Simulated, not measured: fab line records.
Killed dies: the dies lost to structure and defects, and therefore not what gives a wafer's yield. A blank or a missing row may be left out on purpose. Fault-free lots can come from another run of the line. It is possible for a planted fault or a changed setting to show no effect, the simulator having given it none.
The tool behind it: which one? ; flow nand harc ; 13 lots with 39 wafers sampled at 5 steps, on a route of 1302 steps

WHAT THE GAUGES SHOWED, per wafer
NHARC_THIN_TSV_CD_MEAS_37.
lot;measured;on;cd nm (nm)
L936;day 25 03:02;cd sem-03;4999.8 4997.3 4995.9
L938;day 25 01:39;cd sem-03;4997.6 4999.4 5001.1
L940;day 27 04:25;cd sem-01;4998.1 5001.0 5004.5
L941;day 26 14:44;cd sem-01;4997.0 4997.7 5000.1
L942;day 27 15:32;cd sem-01;5002.5 5001.7 5003.9
L943;day 27 16:59;cd sem-03;5004.6 5000.5 5005.9
L944;day 27 18:35;cd sem-01;5001.6 5003.3 4998.6
L946;day 28 12:34;cd sem-01;4996.6 4999.3 5003.8
L945;day 28 13:57;cd sem-02;5000.1 5001.0 4995.3
L947;day 28 18:10;cd sem-02;5000.9 5002.0 4998.4
L952;day 31 15:10;cd sem-01;5004.2 4999.3 5000.5
L953;day 31 13:43;cd sem-03;5001.4 5001.2 5001.3
L957;day 34 06:28;cd sem-01;5003.5 4998.2 4996.6

NHARC_END_SORT_01.
lot;measured;on;killed at array;killed at other;killed at periphery;killed dies;killed open;killed short
L947;day 29 09:29;prober-02;37;3;7;47;6;1
L952;day 31 22:09;prober-02;128 153 134;0 0 1;3 3 1;131 156 136;3 2 5;0 1 1
L953;day 31 21:22;prober-01;138 129 125;0 0 1;6 11 8;144 140 134;7 4 5;3 2 2

EACH LOT AND THE TOOL THAT RAN IT (in order: tool; ch and the chambers of the sampled wafers; start)
lot;NHARC_A_ONON_D2_DEP_06;NHARC_THIN_TSV_PVD_19;NHARC_THIN_TSV_STRIP_56
L936;pecvd onon-02 ch 0, day 12 23:05;pvd sputter-03, day 25 02:14 or earlier;plasma asher-02 ch 0, day 25 02:14
L938;pecvd onon-04 ch 0, day 13 15:44;pvd sputter-01, day 25 00:50 or earlier;plasma asher-01 ch 1, day 25 00:50
L940;pecvd onon-01 ch 0, day 15 01:36;pvd sputter-02, day 27 03:37 or earlier;plasma asher-02 ch 1, day 27 03:37
L941;pecvd onon-04 ch 0, day 15 01:49;pvd sputter-02, day 26 14:01 or earlier;plasma asher-02 ch 0,1, day 26 14:01
L942;pecvd onon-04 ch 0, day 15 13:16;pvd sputter-02, day 27 14:47 or earlier;plasma asher-01 ch 0,1, day 27 14:47
L943;pecvd onon-02 ch 0, day 15 21:30;pvd sputter-01, day 27 16:11 or earlier;plasma asher-01 ch 0,1, day 27 16:11
L944;pecvd onon-01 ch 0, day 16 05:16;pvd sputter-03, day 27 14:08;plasma asher-01 ch 0,1, day 27 17:47
L946;pecvd onon-04 ch 0, day 16 22:04;pvd sputter-01, day 28 11:47 or earlier;plasma asher-01 ch 0,1, day 28 11:47
L945;pecvd onon-01 ch 0, day 16 22:11;pvd sputter-03, day 28 13:14 or earlier;plasma asher-01 ch 0,1, day 28 13:14
L947;pecvd onon-01 ch 0, day 17 12:44;pvd sputter-02, day 28 17:22 or earlier;plasma asher-01 ch 0, day 28 17:22
L952;pecvd onon-04 ch 0, day 20 00:02;pvd sputter-01, day 31 14:25 or earlier;plasma asher-02 ch 0,1, day 31 14:25
L953;pecvd onon-04 ch 0, day 20 00:25;pvd sputter-03, day 31 12:56 or earlier;plasma asher-01 ch 0,1, day 31 12:56
L957;pecvd onon-01 ch 0, day 22 00:52;pvd sputter-02, day 34 05:40 or earlier;plasma asher-01 ch 0,1, day 34 05:40
- NHARC_A_ONON_D2_DEP_06: target thk 1000 nm.
- NHARC_THIN_TSV_PVD_19: deposits TaN, target thk 20 nm.
- NHARC_THIN_TSV_STRIP_56: strips in O2.

AS READ BY THE TOOLS THEMSELVES (means over the sampled wafers that have a number; for cases with no such wafer, the mark the record gives instead)
NHARC_A_ONON_D2_DEP_06.
lot;tool;sih4 flow sccm (sccm)
L936;pecvd onon-02;209.3
L938;pecvd onon-04;210.4
L940;pecvd onon-01;209.5
L941;pecvd onon-04;209.3
L942;pecvd onon-04;210.6
L943;pecvd onon-02;210.4
L944;pecvd onon-01;209.7
L946;pecvd onon-04;210.2
L945;pecvd onon-01;209.4
L947;pecvd onon-01;209.2
L952;pecvd onon-04;210.4
L953;pecvd onon-04;209.9
L957;pecvd onon-01;209.5

NHARC_THIN_TSV_PVD_19.
lot;tool;chamber pressure pa (Pa);throttle valve pct (%)
L936;pvd sputter-03;5.005;30.0
L938;pvd sputter-01;4.995;29.3
L940;pvd sputter-02;5.001;30.2
L941;pvd sputter-02;5.002;30.6
L942;pvd sputter-02;4.992;29.9
L943;pvd sputter-01;4.992;29.6
L944;pvd sputter-03;4.986;29.4
L946;pvd sputter-01;5.001;29.8
L945;pvd sputter-03;5.004;30.5
L947;pvd sputter-02;5.001;30.7
L952;pvd sputter-01;5.000;29.3
L953;pvd sputter-03;4.998;28.6
L957;pvd sputter-02;4.985;29.9

NHARC_THIN_TSV_STRIP_56.
lot;tool;drypump motor current A (A);heater power w (W)
L936;plasma asher-02;5.8;331
L938;plasma asher-01;5.3;303
L940;plasma asher-02;5.3;389
L941;plasma asher-02;5.7;349
L942;plasma asher-01;5.6;305
L943;plasma asher-01;6.0;308
L944;plasma asher-01;5.6;310
L946;plasma asher-01;6.0;309
L945;plasma asher-01;5.9;306
L947;plasma asher-01;6.3;312
L952;plasma asher-02;5.5;370
L953;plasma asher-01;6.0;321
L957;plasma asher-01;6.0;319

THE ANSWER, worked out from the rows above alone
Rule: what is usual is taken from the lots themselves. The widest of any qualifying gaps counts: lots, ordered by their means at a reading, are off when they make up no more than a third of the lots, leave a main group of 4 or more, and stand apart from it by 3 or more times the standard deviation of that group's means. If all means in a main group match to the digits the tables above print for the reading, that group is not used. Also off: a lot with no number at a reading for which 4 or more lots have one. The other lots that the step has rows for count as sound. First the gauges in route order, then the tools' own readings, where a lot's mean is used as printed above. The first step at which some lot is off is used, and at that step the reading that is off furthest; a lot without a number counts as furthest.
No lot is off on any of the readings shown, so nothing can be concluded from this.

WHAT THE SIMULATOR PUT IN
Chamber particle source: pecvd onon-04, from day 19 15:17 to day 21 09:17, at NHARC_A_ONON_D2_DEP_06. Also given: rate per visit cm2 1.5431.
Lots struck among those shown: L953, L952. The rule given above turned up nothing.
